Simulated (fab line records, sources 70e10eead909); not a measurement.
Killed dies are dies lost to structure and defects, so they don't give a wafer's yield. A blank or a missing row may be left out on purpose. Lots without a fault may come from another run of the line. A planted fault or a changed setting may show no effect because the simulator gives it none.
Which tool did it? | flow nand_harc | 12 lots, 36 wafers sampled, at 2 steps of a route of 1302

WHAT THE GAUGES READ, wafer by wafer
NHARC_A_STAIRCASE_INSPECT_155.
lot  | measured     | on                | raw_defect_count
L075 | day 19 22:54 | defect_inspect-01 | 526 486 373
L077 | day 20 04:41 | defect_inspect-02 | 568 373 451
L080 | day 21 22:37 | defect_inspect-01 | 686 521 492
L081 | day 22 08:08 | defect_inspect-01 | 532 522 339
L083 | day 23 09:38 | defect_inspect-01 | 300 389 348
L086 | day 24 04:44 | defect_inspect-01 | 342 457 334
L087 | day 24 21:57 | defect_inspect-02 | 445 370 312
L089 | day 25 11:59 | defect_inspect-01 | 400 534 403
L091 | day 26 08:43 | defect_inspect-02 | 325 801 338
L092 | day 26 20:20 | defect_inspect-02 | 538 169 274
L095 | day 28 07:59 | defect_inspect-02 | 453 395 375
L097 | day 28 08:13 | defect_inspect-02 | 414 476 468

WHICH TOOL RAN EACH LOT (tool, then ch and the chambers of the sampled wafers, then the start)
lot  | NHARC_A_STAIRCASE_DESCUM_443
L075 | rie_diel-05 ch 0,1,2, day 19 15:51
L077 | rie_diel-05 ch 0,1,2, day 19 21:31
L080 | rie_diel-08 ch 0,3, day 21 15:22
L081 | rie_diel-13 ch 0,1,3, day 22 01:05
L083 | rie_diel-13 ch 1,2,3, day 23 02:20
L086 | rie_diel-05 ch 0,2,3, day 23 21:20
L087 | rie_diel-08 ch 0,2,3, day 24 14:54
L089 | rie_diel-08 ch 0,2,3, day 25 04:55
L091 | rie_diel-08 ch 0,2,3, day 26 01:42
L092 | rie_diel-08 ch 1,2,3, day 26 13:12
L095 | rie_diel-08 ch 0,2,3, day 28 00:46
L097 | rie_diel-05 ch 0,1, day 28 01:05
- NHARC_A_STAIRCASE_DESCUM_443: chemistry O2, time 3 s.

THE ANSWER, worked out from the rows above alone
Rule: what is usual is taken from the lots themselves. Put in order of their means at a reading, lots are off if they are a third of the lots or fewer, leave a main group of 4 or more, and stand apart from it by a gap of 3 or more times the standard deviation of the main group's means; of several such gaps the widest counts. A main group whose means are all the same, to the digits that the tables above print for the reading, isn't used. A lot without any number at a reading at which 4 lots or more have one is off too. The other lots that the step has rows for count as sound.
No lot is off at any reading shown: from this, nothing can be told.

WHAT THE SIMULATOR HAD PUT IN
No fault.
